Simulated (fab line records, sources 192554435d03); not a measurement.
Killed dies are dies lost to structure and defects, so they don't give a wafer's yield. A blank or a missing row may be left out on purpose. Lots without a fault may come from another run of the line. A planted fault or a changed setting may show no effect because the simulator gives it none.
Split-lot experiment | flow n5_finfet | 7 lots, 39 wafers read, on a route of 1938 steps

THE SPLIT
At N5_BEOL_M12_TRENCH_ETCH_34 (etches SiOC in C4F8/O2/Ar, target depth 318.95 nm, time 125.5 s), the setting target_depth_a was moved away from the recipe's 3189.5 angstrom on 15 of the 39 wafers read, by -25.4% to +42.7%. The other wafers ran this setting at the recipe's value.

FROM THE SPLIT TO THE READING: what the file shows between them, 10 steps
- N5_BEOL_M12_STRIP_70: strips in C4F8/O2/Ar
- N5_BEOL_M12_OCD_MEAS_35
- N5_BEOL_M12_STRIP_37: strips in N2/H2
- N5_BEOL_M12_ETCH_38: etches SiCN in CF4/N2, target depth 68.7 nm, time 73.4 s
- N5_BEOL_M12_ECD_47: material Cu, target thk 720 nm
- N5_BEOL_M12_ANNEAL_48: time 90 s
- N5_BEOL_M12_CMP_49: polishes, stops on SiOC, t overpolish 20.6 s, target thk 320 nm
- N5_BEOL_M12_THK_MEAS_50: measures by xrf
- N5_BEOL_M12_PRE_CLEAN_52: time 15 s
- N5_BEOL_M12_DEP_53: deposits SiCN from 3MS/NH3, target thk 30 nm, time 10.5 s

THE READING
M12_RS, in ohm/sq, at N5_BEOL_M12_RS_MEAS_54 (measures by four-point-probe). Fault-free wafers of this fab line usually give 0.0599 ohm/sq, standard deviation 0.0014 ohm/sq.

wafer  | tool, chamber at the split | target_depth_a as run, angstrom | against the recipe | M12_RS, ohm/sq | against lot-mates on the recipe
L075.1 | rie_diel-04, 0             | 3189.5                          | recipe             | 0.0603         | -
L075.2 | rie_diel-04, 3             | 4192                            | +31.4%             | 0.0448         | -0.0135
L075.3 | rie_diel-04, 1             | 3189.5                          | recipe             | 0.0572         | -
L075.4 | rie_diel-04, 2             | 4192                            | +31.4%             | 0.0469         | -0.0114
L075.5 | rie_diel-04, 1             | 3189.5                          | recipe             | 0.0575         | -
L075.6 | rie_diel-04, 2             | 4192                            | +31.4%             | 0.0467         | -0.0116
L077.1 | rie_diel-04, 0             | 4552                            | +42.7%             | 0.0424         | -0.0180
L077.2 | rie_diel-04, 2             | 3189.5                          | recipe             | 0.0627         | -
L077.3 | rie_diel-04, 1             | 3189.5                          | recipe             | 0.0579         | -
L077.4 | rie_diel-04, 3             | 4552                            | +42.7%             | 0.0424         | -0.0180
L077.5 | rie_diel-04, 3             | 3189.5                          | recipe             | 0.0606         | -
L077.6 | rie_diel-04, 0             | 4552                            | +42.7%             | 0.0425         | -0.0179
L078.3 | rie_diel-06, 3             | 3189.5                          | recipe             | 0.0576         | -
L078.4 | rie_diel-06, 1             | 3189.5                          | recipe             | 0.0602         | -
L078.6 | rie_diel-06, 2             | 3189.5                          | recipe             | 0.0582         | -
L079.1 | rie_diel-01, 2             | 3189.5                          | recipe             | 0.0602         | -
L079.2 | rie_diel-01, 1             | 2378                            | -25.4%             | 0.0812         | +0.0217
L079.3 | rie_diel-01, 3             | 3189.5                          | recipe             | 0.0586         | -
L079.4 | rie_diel-01, 0             | 2378                            | -25.4%             | 0.0803         | +0.0208
L079.5 | rie_diel-01, 1             | 3189.5                          | recipe             | 0.0597         | -
L079.6 | rie_diel-01, 0             | 2378                            | -25.4%             | 0.0813         | +0.0218
L084.1 | rie_diel-06, 0             | 3189.5                          | recipe             | 0.0604         | -
L084.2 | rie_diel-06, 1             | 3189.5                          | recipe             | 0.0609         | -
L084.3 | rie_diel-06, 3             | 3189.5                          | recipe             | 0.0585         | -
L084.4 | rie_diel-06, 2             | 3189.5                          | recipe             | 0.0590         | -
L084.5 | rie_diel-06, 3             | 3189.5                          | recipe             | 0.0587         | -
L084.6 | rie_diel-06, 2             | 3189.5                          | recipe             | 0.0595         | -
L092.1 | rie_diel-04, 0             | 4498                            | +41.0%             | 0.0424         | -0.0192
L092.2 | rie_diel-04, 2             | 4498                            | +41.0%             | 0.0436         | -0.0180
L092.3 | rie_diel-04, 3             | 3189.5                          | recipe             | 0.0611         | -
L092.4 | rie_diel-04, 1             | 4498                            | +41.0%             | 0.0402         | -0.0214
L092.5 | rie_diel-04, 2             | 3189.5                          | recipe             | 0.0630         | -
L092.6 | rie_diel-04, 3             | 3189.5                          | recipe             | 0.0606         | -
L097.1 | rie_diel-06, 1             | 3189.5                          | recipe             | 0.0602         | -
L097.2 | rie_diel-06, 3             | 2536                            | -20.5%             | 0.0754         | +0.0166
L097.3 | rie_diel-06, 2             | 2536                            | -20.5%             | 0.0751         | +0.0163
L097.4 | rie_diel-06, 0             | 2536                            | -20.5%             | 0.0740         | +0.0152
L097.5 | rie_diel-06, 3             | 3189.5                          | recipe             | 0.0583         | -
L097.6 | rie_diel-06, 0             | 3189.5                          | recipe             | 0.0580         | -

THE FIT
A straight line over all 39 wafers: M12_RS changes by -0.000513 ohm/sq for each +1% of target_depth_a; r = -0.96; the points scatter about the line by 0.003 ohm/sq.
The same after taking each lot's own level away (the mean of its wafers on the recipe; 39 wafers): -0.000531 ohm/sq for each +1%; r = -0.97; scatter 0.0029 ohm/sq.
On that fit, the largest move of target_depth_a shifts the reading by 0.023 ohm/sq.
The lots' own levels span 0.05833 to 0.06157 ohm/sq, that is 2.3 times the standard deviation above.
So the lot-to-lot level changes the slope little: the two slopes agree.
Check: with one of the wafers moved furthest among these (+42.7%) left out of the fit, the line predicts -0.0212 ohm/sq for it against its lot-mates. It came out at -0.018 ohm/sq against them.

OTHER SPLITS ON THESE WAFERS
These wafers also went through other splits before the reading. Each is held against what the fit with the lots' levels taken away leaves over:
other split on the same wafers   | wafers away from the commonest value | r with M12_RS (lot level and that fit taken away)
N5_BEOL_M9_TRENCH_ETCH_37 time_s | 12                                   | -0.04

THE WHOLE CHAIN: every reading that the file lists as answering this split, in the file's order
step                       | what it does                                                    | reading                                                                       | change (the file's fit)               | r (the file's)
N5_BEOL_M12_TRENCH_ETCH_34 | etches SiOC in C4F8/O2/Ar, target depth 318.95 nm, time 125.5 s | etch.depth_nm (the simulator's own value, which no gauge read)                | +3.09 nm for each +1% of the setting  | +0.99
N5_BEOL_M12_OCD_MEAS_35    |                                                                 | trench_depth_nm                                                               | +3.09 nm for each +1% of the setting  | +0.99
N5_BEOL_M12_CMP_49         | polishes, stops on SiOC, t overpolish 20.6 s, target thk 320 nm | Cu_of_BEOL_M12_ECD_47.thk_nm (the simulator's own value, which no gauge read) | +3.09 nm for each +1% of the setting  | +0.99
N5_BEOL_M12_THK_MEAS_50    | measures by xrf                                                 | M12_THK                                                                       | +3.17 for each +1% of the setting     | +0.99
N5_BEOL_M12_RS_MEAS_54     | measures by four-point-probe                                    | M12_RS                                                                        | -0.000508 for each +1% of the setting | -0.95

THE FILE'S OWN FIT
M12_RS changes by -0.000508 ohm/sq for each +1% of target_depth_a, r = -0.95.
